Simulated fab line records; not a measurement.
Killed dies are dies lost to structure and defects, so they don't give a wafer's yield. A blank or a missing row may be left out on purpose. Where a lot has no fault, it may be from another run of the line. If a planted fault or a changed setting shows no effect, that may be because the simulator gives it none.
fab line records    flow n5Finfet
record lots=6  wafers=18  lastDay=16
route steps=1938 shown BEOL_M7@1293 PASSIVATION@1936
lots untouched by any fault: they come from a run of this same line in which no faults occurred
startH: the number of hours between the record's first day and the start of the first shown wafer of the lot    waitH: hours since the lot's step before    " the same as in the row above    L1.1+2: a single row standing in for several wafers    - either no value or no given start    * or withheld: withheld    < > ~ a bound
route shown NAME@n: NAME is a module with steps in the file, n the number in the route of the first one    usual: the fault-free wafers' mean and standard deviation    same: alike in all rows    chamber/n: place in a boat    sites: the reading at each site    _std_site: the values' standard deviation    _edge_site: inner sites' mean taken away from outer sites' mean    radiusMm: for every site, how far away it sits from the centre of the wafer    mask NAME#n: copy n    behind: the most recent tool/chamber to have shaped the wafer    hold: the reason the lot was held/the length of the hold in hours/how it ended    device: whichever transistor did not switch (one of n, p or np)    end of line: the same wafers' tests at the end of the route    for a step that has no rows: nothing shown but its recipe    killed: dies that structure and defects cost at the first sort, which is not the same as the wafer's yield    map: per-die view of a wafer (x killed, . not killed, _ where there is no die)
set.NAME: the setting that was run; set.NAME@STEP: the one run at that earlier step    model.NAME: the simulator's own value behind a step, which no gauge read
lots at some steps of the route; a table a step, a row a wafer
services: from which hour (startH, from the record's first day; less than 0 if before it) a tool's chamber was out of use, for how many hours, and why
## steps
# step N5_BEOL_M7_EXPOSE_25
# recipe maskId=V6  na=0.33  sourceShape=annular  sigmaInner=0.4  sigmaOuter=0.8  polarization=unpolarized  targetCdNm=40  doseMj=42.5
# step N5_BEOL_M7_PEB_26
# recipe pebTempC=100  pebTimeS=60  resist=CAR-EUV
# step N5_BEOL_M7_DEVELOP_27
# recipe developTimeS=30  developer=TMAH  resist=CAR-EUV  rinseLiquid=surfactantRinse  dry=airSpin  devTempC=23
# step N5_BEOL_M7_CD_MEAS_28
# recipe targetCdNm=40  landingEnergyEv=500  detector=seInlens
# usual cdNm=39.98/0.22
# same landingEnergyEv=500
lot.wafer  tool      chamber  startH  waitH  cdNm
L585.3     cdSem-03  0        193.64  -      39.97
L585.4     "         0        "       "      39.70
L585.5     "         0        "       "      40.31
L587.3     cdSem-02  0        200.49  -      40.16
L587.5     "         0        "       "      40.23
L587.6     "         0        "       "      39.87
L589.1     cdSem-02  0        202.96  -      40.31
L589.2     "         0        "       "      40.18
L589.4     "         0        "       "      40.05
L588.1     cdSem-03  0        207.28  -      39.74
L588.3     "         0        "       "      39.73
L588.4     "         0        "       "      39.68
L591.1     cdSem-02  0        234.90  -      40.06
L591.2     "         0        "       "      40.09
L591.4     "         0        "       "      39.96
L604.2     cdSem-02  0        307.01  -      39.70
L604.4     "         0        "       "      39.99
L604.5     "         0        "       "      39.75
# step N5_BEOL_M7_OVL_MEAS_29
# recipe pointsPerWafer=522
# usual V6_OVL=0.1/0.66
lot.wafer  tool        chamber  startH  waitH  V6_OVL[nm]
L585.3     overlay-02  0        193.68  0.0    0.4
L585.4     "           0        "       "      0.5
L585.5     "           0        "       "      0.8
L587.3     overlay-01  0        200.53  0.0    -0.4
L587.5     "           0        "       "      -0.6
L587.6     "           0        "       "      -0.8
L589.1     overlay-01  0        202.99  0.0    0.6
L589.2     "           0        "       "      0.2
L589.4     "           0        "       "      0.0
L588.1     overlay-02  0        207.31  0.0    0.3
L588.3     "           0        "       "      0.8
L588.4     "           0        "       "      0.8
L591.1     overlay-02  0        234.93  0.0    -0.9
L591.2     "           0        "       "      -0.3
L591.4     "           0        "       "      -1.1
L604.2     overlay-01  0        307.05  0.0    1.0
L604.4     "           0        "       "      0.9
L604.5     "           0        "       "      0.7
# step N5_BEOL_M7_INSPECT_30
# recipe mode=adi  inspectInstrument=brightfield
# usual rawDefectCount=417/90
lot.wafer  tool              chamber  startH  waitH  rawDefectCount
L585.3     defectInspect-01  -        193.73  0.0    335
L585.4     "                 -        "       "      306
L585.5     "                 -        "       "      344
L587.3     defectInspect-02  -        200.57  0.0    209
L587.5     "                 -        "       "      216
L587.6     "                 -        "       "      232
L589.1     defectInspect-01  -        203.05  0.1    496
L589.2     "                 -        "       "      499
L589.4     "                 -        "       "      453
L588.1     defectInspect-02  -        207.36  0.1    325
L588.3     "                 -        "       "      379
L588.4     "                 -        "       "      339
L591.1     defectInspect-01  -        234.99  0.1    339
L591.2     "                 -        "       "      356
L591.4     "                 -        "       "      389
L604.2     defectInspect-01  -        307.10  0.0    558
L604.4     "                 -        "       "      566
L604.5     "                 -        "       "      388
# step N5_BEOL_M7_DESCUM_33
# recipe chemistry=O2  timeS=7  sourcePowerW=50  biasPowerW=20  pressureMtorr=20  rfFrequencyHz=2.712e+07  tempC=40  resist=CAR-EUV  o2FlowSccm=225
# usual drypumpMotorCurrentA=5.6/0.46  oesProductAu=0.83/0.073  rfVppV=243.5/1.5  showerheadPlenumPTorr=2.12/0.086  throttleValvePct=20.44/0.21
lot.wafer  tool        chamber  startH  waitH  drypumpMotorCurrentA  oesProductAu  rfHoursCounterH  rfVppV  showerheadPlenumPTorr  throttleValvePct
L585.3     rieDiel-01  1        193.76  0.0    6.0                   0.87          34               243.4   2.23                   19.99
L585.4     "           3        "       "      5.4                   0.88          48               245.0   2.13                   20.38
L585.5     "           3        "       "      5.4                   0.87          -                242.5   2.13                   20.35
L587.3     rieDiel-03  1        200.74  0.2    5.9                   0.86          48               243.1   2.13                   20.37
L587.5     "           1        "       "      6.0                   0.86          -                244.3   2.13                   20.37
L587.6     "           0        "       "      5.2                   0.69          -                242.4   1.98                   20.69
L589.1     rieDiel-03  0        203.08  0.0    5.2                   0.70          243              241.3   1.98                   20.70
L589.2     "           3        "       "      4.8                   0.84          57               242.6   2.03                   20.61
L589.4     "           2        "       "      5.4                   0.82          88               243.7   2.21                   20.75
L588.1     rieDiel-01  0        207.40  0.0    5.1                   0.86          54               245.5   2.23                   20.48
L588.3     "           3        "       "      5.4                   0.88          54               242.7   2.12                   20.38
L588.4     "           0        "       "      5.1                   0.87          -                245.0   2.22                   20.47
L591.1     rieDiel-03  2        235.50  0.5    5.4                   0.81          102              244.3   2.20                   20.76
L591.2     "           1        "       "      5.9                   0.85          62               244.4   2.12                   20.37
L591.4     "           3        "       "      4.8                   0.83          -                244.8   2.03                   20.64
L604.2     rieDiel-04  1        307.34  0.2    5.7                   0.80          110              241.9   2.03                   20.21
L604.4     "           0        "       "      5.8                   0.90          18               243.0   2.12                   20.22
L604.5     "           0        "       "      5.8                   0.90          -                244.0   2.13                   20.20
# step N5_BEOL_M7_ETCH_72
# recipe chemistry=N2/H2  target=underlayer  targetDepthA=65  maskMaterial=CAR-EUV  timeS=5.2  ionEnergyEv=200  pressureMtorr=30  sourceW=840  biasW=150  n2FlowSccm=200  h2FlowSccm=200  ends=cleared
# usual drypumpMotorCurrentA=5.6/0.46  etchRfOnTimeS=5.14/0.076  oesProductAu=0.71/0.062  rfFwdPowerW=819.4/2.5  rfVppV=525/3.1  showerheadPlenumPTorr=2.57/0.1  throttleValvePct=17.82/0.21
lot.wafer  tool        chamber  startH  waitH  drypumpMotorCurrentA  etchRfOnTimeS  oesProductAu  rfFwdPowerW  rfHoursCounterH  rfVppV  showerheadPlenumPTorr  throttleValvePct
L585.3     rieDiel-01  1        193.80  0.0    6.0                   5.15           0.74          818.7        34               527     2.70                   17.35
L585.4     "           3        "       "      5.4                   4.93           0.77          820.4        48               524     2.59                   17.78
L585.5     "           3        "       "      5.4                   4.98           0.76          817.2        -                527     2.59                   17.75
L587.3     rieDiel-03  1        200.77  0.0    5.9                   5.11           0.75          819.7        48               524     2.58                   17.70
L587.5     "           1        "       "      5.9                   5.15           0.75          820.0        -                526     2.58                   17.72
L587.6     "           0        "       "      5.3                   5.05           0.60          821.7        -                519     2.41                   18.10
L589.1     rieDiel-03  0        203.12  0.0    5.2                   5.12           0.59          816.5        243              520     2.40                   18.10
L589.2     "           3        "       "      4.8                   5.14           0.73          815.7        58               521     2.48                   17.99
L589.4     "           2        "       "      5.4                   5.14           0.71          818.9        88               528     2.67                   18.12
L588.1     rieDiel-01  0        207.43  0.0    5.1                   5.19           0.74          819.0        54               525     2.69                   17.90
L588.3     "           3        "       "      5.4                   5.01           0.74          819.9        54               525     2.58                   17.72
L588.4     "           0        "       "      5.1                   5.17           0.73          816.8        -                528     2.69                   17.94
L591.1     rieDiel-03  2        235.54  0.0    5.4                   5.08           0.70          820.8        102              526     2.67                   18.15
L591.2     "           1        "       "      5.9                   5.19           0.71          823.2        62               525     2.57                   17.74
L591.4     "           3        "       "      4.7                   5.24           0.70          820.5        -                521     2.47                   18.00
L604.2     rieDiel-04  1        307.37  0.0    5.8                   5.22           0.67          820.4        110              522     2.46                   17.65
L604.4     "           0        "       "      5.8                   5.19           0.78          820.6        18               525     2.59                   17.64
L604.5     "           0        "       "      5.8                   5.18           0.76          818.2        -                527     2.59                   17.63
# step N5_BEOL_M7_ETCH_65
# recipe chemistry=CF4  target=SiARC  targetDepthA=156  maskMaterial=CAR-EUV  timeS=26  ionEnergyEv=80  pressureMtorr=40  sourceW=545  biasW=36  Ar_flow_sccm=100  cf4FlowSccm=100  ends=cleared
# usual drypumpMotorCurrentA=5.6/0.46  etchRfOnTimeS=25.8/0.42  oesProductAu=0.71/0.061  rfFwdPowerW=532.1/2.2  rfVppV=184.4/1.3  showerheadPlenumPTorr=2.17/0.081  throttleValvePct=15.58/0.21
lot.wafer  tool        chamber  startH  waitH  drypumpMotorCurrentA  etchRfOnTimeS  oesProductAu  rfFwdPowerW  rfHoursCounterH  rfVppV  showerheadPlenumPTorr  throttleValvePct
L585.3     rieDiel-01  1        193.81  0.0    6.0                   26.1           0.74          529.8        34               185.4   2.27                   15.13
L585.4     "           3        "       "      5.4                   25.2           0.74          533.1        48               184.2   2.17                   15.51
L585.5     "           3        "       "      5.4                   25.1           0.75          532.1        -                185.1   2.17                   15.51
L587.3     rieDiel-03  1        200.79  0.0    5.9                   25.6           0.74          528.6        48               184.3   2.18                   15.48
L587.5     "           1        "       "      5.9                   26.0           0.74          527.6        -                184.6   2.18                   15.46
L587.6     "           0        "       "      5.2                   25.3           0.60          534.4        -                183.2   2.03                   15.94
L589.1     rieDiel-03  0        203.14  0.0    5.2                   25.5           0.60          532.9        243              182.7   2.03                   15.95
L589.2     "           3        "       "      4.7                   26.2           0.73          536.8        58               183.4   2.08                   15.72
L589.4     "           2        "       "      5.4                   25.3           0.72          532.2        88               184.6   2.25                   15.83
L588.1     rieDiel-01  0        207.45  0.0    5.1                   25.9           0.74          531.9        54               185.9   2.26                   15.50
L588.3     "           3        "       "      5.5                   24.8           0.75          531.1        54               183.9   2.17                   15.51
L588.4     "           0        "       "      5.1                   26.1           0.73          533.0        -                183.8   2.26                   15.50
L591.1     rieDiel-03  2        235.55  0.0    5.4                   26.2           0.69          529.8        102              185.0   2.24                   15.87
L591.2     "           1        "       "      5.9                   26.1           0.72          532.4        62               183.9   2.17                   15.50
L591.4     "           3        "       "      4.7                   26.6           0.70          535.4        -                183.3   2.08                   15.74
L604.2     rieDiel-04  1        307.39  0.0    5.7                   26.2           0.67          531.1        110              182.9   2.07                   15.36
L604.4     "           0        "       "      5.8                   26.0           0.77          533.1        18               184.6   2.19                   15.46
L604.5     "           0        "       "      5.8                   26.1           0.76          533.7        -                184.7   2.19                   15.47
# step N5_BEOL_M7_ETCH_66
# recipe chemistry=N2/H2  target=SOC  targetDepthA=800  overetchA=160  maskMaterial=SiARC  tempC=40  timeS=120  ionEnergyEv=200  pressureMtorr=30  sourceW=840  biasW=150  n2FlowSccm=200  h2FlowSccm=200
# usual drypumpMotorCurrentA=5.6/0.45  oesProductAu=0.63/0.052  rfFwdPowerW=835/3.2  rfVppV=524.7/2.9  showerheadPlenumPTorr=2.57/0.1  throttleValvePct=17.77/0.21
lot.wafer  tool        chamber  startH  waitH  drypumpMotorCurrentA  oesProductAu  rfFwdPowerW  rfHoursCounterH  rfVppV  showerheadPlenumPTorr  throttleValvePct
L585.3     rieDiel-01  1        193.84  0.0    5.9                   0.66          835          34               526.8   2.70                   17.31
L585.4     "           3        "       "      5.4                   0.66          838          48               526.7   2.59                   17.69
L585.5     "           3        "       "      5.4                   0.66          838          -                523.3   2.59                   17.71
L587.3     rieDiel-03  1        200.82  0.0    5.9                   0.66          834          48               523.7   2.58                   17.66
L587.5     "           1        "       "      6.0                   0.66          835          -                524.6   2.58                   17.67
L587.6     "           0        "       "      5.3                   0.54          837          -                520.1   2.40                   18.06
L589.1     rieDiel-03  0        203.16  0.0    5.2                   0.53          841          243              519.7   2.41                   18.05
L589.2     "           3        "       "      4.7                   0.65          844          58               521.5   2.48                   17.95
L589.4     "           2        "       "      5.4                   0.63          833          88               528.2   2.67                   18.07
L588.1     rieDiel-01  0        207.48  0.0    5.1                   0.66          833          54               527.5   2.69                   17.90
L588.3     "           3        "       "      5.4                   0.66          838          54               523.9   2.58                   17.72
L588.4     "           0        "       "      5.1                   0.66          832          -                527.2   2.69                   17.87
L591.1     rieDiel-03  2        235.58  0.0    5.4                   0.62          833          102              527.4   2.67                   18.09
L591.2     "           1        "       "      5.9                   0.64          832          62               524.6   2.57                   17.70
L591.4     "           3        "       "      4.7                   0.64          838          -                521.3   2.47                   17.99
L604.2     rieDiel-04  1        307.42  0.0    5.8                   0.61          830          110              522.1   2.46                   17.59
L604.4     "           0        "       "      5.8                   0.69          838          18               526.0   2.59                   17.60
L604.5     "           0        "       "      5.8                   0.69          835          -                524.5   2.59                   17.59
# step N5_BEOL_M7_STRIP_69
# recipe chemistry=N2/H2  tempC=40  n2FlowSccm=200  h2FlowSccm=200  rfFrequencyHz=6e+07
# step N5_BEOL_M7_STRIP_73
# recipe chemistry=N2/H2  tempC=40  n2FlowSccm=200  h2FlowSccm=200  rfFrequencyHz=6e+07
# step N5_BEOL_M7_VIA_ETCH_34
# recipe chemistry=C4F6/O2  target=SiCOH_lowk  targetDepthA=1255  maskMaterial=SOC  taperDeg=4  timeS=50.5  ionEnergyEv=250  pressureMtorr=30  sourceW=345  biasW=185  Ar_flow_sccm=300  C4F6_flow_sccm=10  O2_flow_sccm=10
# usual O2_flow_sccm=10.003/0.026  drypumpMotorCurrentA=5.6/0.46  oes_f_703_au=0.83/0.067  oes_o_777_au=0.83/0.068  oesProductAu=0.83/0.073  rfFwdPowerW=341.1/1.6  rfVppV=665/6.6  showerheadPlenumPTorr=2.88/0.11  throttleValvePct=20.89/0.21
lot.wafer  tool        chamber  startH  waitH  O2_flow_sccm  drypumpMotorCurrentA  oes_f_703_au  oes_o_777_au  oesProductAu  rfFwdPowerW  rfHoursCounterH  rfVppV  showerheadPlenumPTorr  throttleValvePct  model.etch.depthNm  model.SOC_of_BEOL_M7_COAT_63.thkNm
L585.3     rieDiel-01  1        193.94  0.0    9.984         5.9                   0.85          0.87          0.87          338.0        34               675     3.01                   20.40             126.6               53.8
L585.4     "           3        "       "      9.995         5.4                   0.87          0.86          0.88          339.8        48               674     2.89                   20.85             131.1               53.6
L585.5     "           3        "       "      9.969         5.4                   0.87          0.87          0.87          341.3        -                675     2.89                   20.83             129.3               53.6
L587.3     rieDiel-03  1        200.92  0.0    10.011        5.9                   0.87          0.87          0.87          339.2        48               662     2.89                   20.82             126.7               54
L587.5     "           1        "       "      10.053        5.9                   0.87          0.86          0.87          340.2        -                662     2.89                   20.82             126.6               53.6
L587.6     "           0        "       "      9.980         5.2                   0.71          0.70          0.70          341.7        -                653     2.70                   21.19             127.3               54
L589.1     rieDiel-03  0        203.26  0.0    9.984         5.2                   0.70          0.70          0.70          342.3        243              655     2.70                   21.18             125.9               53.8
L589.2     "           3        "       "      10.005        4.8                   0.83          0.83          0.84          343.4        58               666     2.77                   21.07             124.7               54
L589.4     "           2        "       "      10.010        5.4                   0.60          0.64          0.77          256.1        88               758     2.98                   21.13             112.6               54.2
L588.1     rieDiel-01  0        207.58  0.0    9.959         5.0                   0.85          0.86          0.85          341.9        54               668     3.01                   20.88             124.9               54
L588.3     "           3        "       "      10.018        5.4                   0.86          0.86          0.87          340.0        54               673     2.89                   20.85             130                 53.6
L588.4     "           0        "       "      10.007        5.0                   0.85          0.86          0.85          342.9        -                668     3.01                   20.87             125.7               54
L591.1     rieDiel-03  2        235.68  0.0    10.018        5.4                   0.59          0.63          0.76          256.8        102              759     2.98                   21.15             113                 54.6
L591.2     "           1        "       "      9.999         5.9                   0.85          0.84          0.84          340.8        62               663     2.89                   20.83             124.5               54.2
L591.4     "           3        "       "      9.974         4.7                   0.81          0.82          0.83          341.3        -                665     2.76                   21.09             124.9               54.2
L604.2     rieDiel-04  1        307.52  0.0    9.992         5.7                   0.77          0.78          0.78          340.0        110              671     2.75                   20.59             124.5               54.2
L604.4     "           0        "       "      10.040        5.8                   0.89          0.88          0.91          340.7        18               679     2.91                   20.78             126                 54
L604.5     "           0        "       "      10.021        5.8                   0.88          0.89          0.89          342.1        -                680     2.91                   20.79             125.6               54
# step N5_BEOL_M7_STRIP_76
# recipe chemistry=C4F6/O2  resist=SiARC  rfFrequencyHz=6e+07
# step N5_PASSIVATION_PROBE_49
# usual defectLimitedYield=91.1/1.3  killed_at_M0_to_M3=34/10  killed_at_M4_up=14/5.7  killedAtContacts=12/5.9  killedAtFrontEnd=41/12  killedAtOther=4/3.1  killedDies=105/15  killedOpen=69/11  killedShort=35/7.8  sort_bin_5_function=5.3/0.81  sort_bin_6_memory=3.3/0.75  sortNPass=1075/15  sortYieldPct=91.1/1.3
# same grossDies=1180  killedAtBackSide=0  sort_bin_4_leakage[%]=0  sort_bin_8_speed[%]=0
lot.wafer  tool       chamber  startH  waitH  defectLimitedYield[%]  killed_at_M0_to_M3  killed_at_M4_up  killedAtContacts  killedAtFrontEnd  killedAtOther  killedDies  killedOpen  killedShort  sort_bin_5_function[%]  sort_bin_6_memory[%]  sortNPass  sortYieldPct[%]
L587.3     prober-02  -        275.56  0.1    93.5                   14                  15               8                 38                2              77          59          17           3.4                     3.0                   1103       93.5
L587.5     prober-02  -        275.66  0.2    91.9                   25                  18               15                34                3              95          66          29           5.3                     2.5                   1085       91.9
L587.6     prober-02  -        275.71  0.3    91.4                   40                  11               7                 43                0              101         65          33           5.4                     2.7                   1079       91.4
L591.1     prober-01  -        316.64  0.0    92.3                   22                  26               8                 30                5              91          55          33           5.0                     2.5                   1089       92.3
L591.2     prober-01  -        316.69  0.1    91.2                   28                  31               7                 37                1              104         69          32           5.3                     2.9                   1076       91.2
L591.4     prober-01  -        316.79  0.2    91.7                   44                  16               6                 31                1              98          64          32           4.6                     3.6                   1082       91.7
L604.2     prober-02  -        387.41  0.1    90.4                   25                  22               8                 51                7              113         82          31           6.1                     3.3                   1067       90.4
L604.4     prober-02  -        387.51  0.2    91.7                   24                  16               14                37                7              98          63          35           5.2                     2.8                   1082       91.7
L604.5     prober-02  -        387.56  0.2    93.4                   30                  14               2                 31                1              78          57          21           4.4                     2.1                   1102       93.4
# killed by level:class
L587.3 STI_FIN_REVEAL:geometricParticle:open=10 BEOL_M4:geometricParticle:open=9 FIN_SAQP:geometricParticle:open=8 MOL_CONTACT_COAG:geometricParticle:open=8 FIN_SAQP:geometricParticle:short=7 BEOL_M2:geometricParticle:open=4 DUMMY_GATE:geometricParticle:open=3 BEOL_M3:geometricParticle:open=3
L587.5 MOL_CONTACT_COAG:geometricParticle:open=11 STI_FIN_REVEAL:geometricParticle:open=9 BEOL_M1:geometricParticle:open=9 BEOL_M4:geometricParticle:open=8 FIN_SAQP:geometricParticle:short=6 GATE_CUT:geometricParticle:open=5 BEOL_M0_SAQP:geometricParticle:short=5 MOL_CONTACT_COAG:geometricParticle:short=4
L587.6 STI_FIN_REVEAL:geometricParticle:open=16 BEOL_M0_SAQP:geometricParticle:short=9 BEOL_M3:geometricParticle:open=7 STI_FIN_REVEAL:geometricParticle:short=7 BEOL_M1:geometricParticle:open=7 BEOL_M2:geometricParticle:open=7 FIN_SAQP:geometricParticle:open=5 MOL_CONTACT_COAG:geometricParticle:open=5
L591.1 BEOL_M4:geometricParticle:open=12 STI_FIN_REVEAL:geometricParticle:open=10 GATE_CUT:geometricParticle:short=5 MOL_CONTACT_COAG:geometricParticle:open=5 BEOL_M3:geometricParticle:open=5 BEOL_M5:geometricParticle:open=5 BEOL_M0_SAQP:geometricParticle:short=4 BEOL_M0_SAQP:geometricParticle:open=4
L591.2 BEOL_M4:geometricParticle:open=19 FIN_SAQP:geometricParticle:open=7 DUMMY_GATE:geometricParticle:open=6 GATE_CUT:geometricParticle:short=6 STI_FIN_REVEAL:geometricParticle:open=5 MOL_CONTACT_COAG:geometricParticle:open=5 BEOL_M0_SAQP:geometricParticle:short=5 BEOL_M1:geometricParticle:open=5
L591.4 BEOL_M0_SAQP:geometricParticle:short=11 BEOL_M2:geometricParticle:open=10 BEOL_M0_SAQP:geometricParticle:open=8 BEOL_M4:geometricParticle:open=8 STI_FIN_REVEAL:geometricParticle:open=7 FIN_SAQP:geometricParticle:open=6 MOL_CONTACT_COAG:geometricParticle:open=6 FIN_SAQP:geometricParticle:short=5
L604.2 STI_FIN_REVEAL:geometricParticle:open=14 BEOL_M4:geometricParticle:open=12 FIN_SAQP:geometricParticle:short=10 FIN_SAQP:geometricParticle:open=9 MOL_CONTACT_COAG:geometricParticle:open=6 BEOL_M2:geometricParticle:open=5 BEOL_M8:geometricParticle:open=5 BEOL_M0_SAQP:geometricParticle:open=4
L604.4 MOL_CONTACT_COAG:geometricParticle:open=12 FIN_SAQP:geometricParticle:short=9 BEOL_M4:geometricParticle:open=8 BEOL_M0_SAQP:geometricParticle:open=7 STI_FIN_REVEAL:geometricParticle:open=5 GATE_CUT:geometricParticle:short=5 BEOL_M1:geometricParticle:open=4 BEOL_M1:geometricParticle:short=4
L604.5 FIN_SAQP:geometricParticle:open=9 BEOL_M2:geometricParticle:open=9 BEOL_M4:geometricParticle:open=7 BEOL_M3:geometricParticle:open=7 FIN_SAQP:geometricParticle:short=5 STI_FIN_REVEAL:geometricParticle:open=5 BEOL_M0_SAQP:geometricParticle:open=3 BEOL_M0:geometricParticle:open=3
## services
tool        chamber  startH  hours  kind
rieDiel-04  0        179.56  5.8    repair
rieDiel-04  3        185.77  45.5   repair
rieDiel-01  2        199.95  -      clean
rieDiel-01  2        199.95  -      consumableReplace:focusRing
rieDiel-01  2        199.95  21.3   scheduledDown
rieDiel-01  2        199.95  21.3   ventCycle
rieDiel-03  0        219.55  -      clean
rieDiel-03  0        219.55  -      consumableReplace:focusRing
rieDiel-03  0        219.55  -      consumableReplace:showerhead
rieDiel-03  0        219.55  19.9   scheduledDown
rieDiel-03  0        219.55  19.9   ventCycle
rieDiel-04  -        226.56  15.6   pm
rieDiel-04  0        242.16  -      clean
rieDiel-04  0        242.16  -      consumableReplace:focusRing
rieDiel-04  0        242.16  16.1   scheduledDown
rieDiel-04  0        242.16  16.1   ventCycle
rieDiel-04  1        246.44  6.6    repair
rieDiel-04  2        248.61  3.7    repair
rieDiel-04  2        258.24  -      clean
rieDiel-04  2        258.24  -      consumableReplace:focusRing
rieDiel-01  0        269.66  2.1    repair
rieDiel-01  0        275.75  4.7    repair
rieDiel-03  3        282.13  10.9   repair
rieDiel-03  -        298.97  15.6   pm
## key
firstSign step=N5_BEOL_M7_VIA_ETCH_34  reading=rfFwdPowerW  direction=down  sigmas=52  usual=*  struck=*
effect step=N5_BEOL_M7_VIA_ETCH_34  reading=rfVppV  direction=up  sigmas=14  usual=665  struck=759
modelEffect step=N5_BEOL_M7_VIA_ETCH_34  value=etch.depthNm  without=125.4  struck=112.8
metAt N5_BEOL_M7_VIA_ETCH_34
struckWafers L589.4,L591.1
fault kind=processParameterDrift  tool=rieDiel-03  chamber=2  onsetH=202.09  steps=N5_BEOL_M7_VIA_ETCH_34  channel=sourceW  offset=-82.8  shape=step  endH=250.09  actsIn=theseRecipesOnly  stated=345
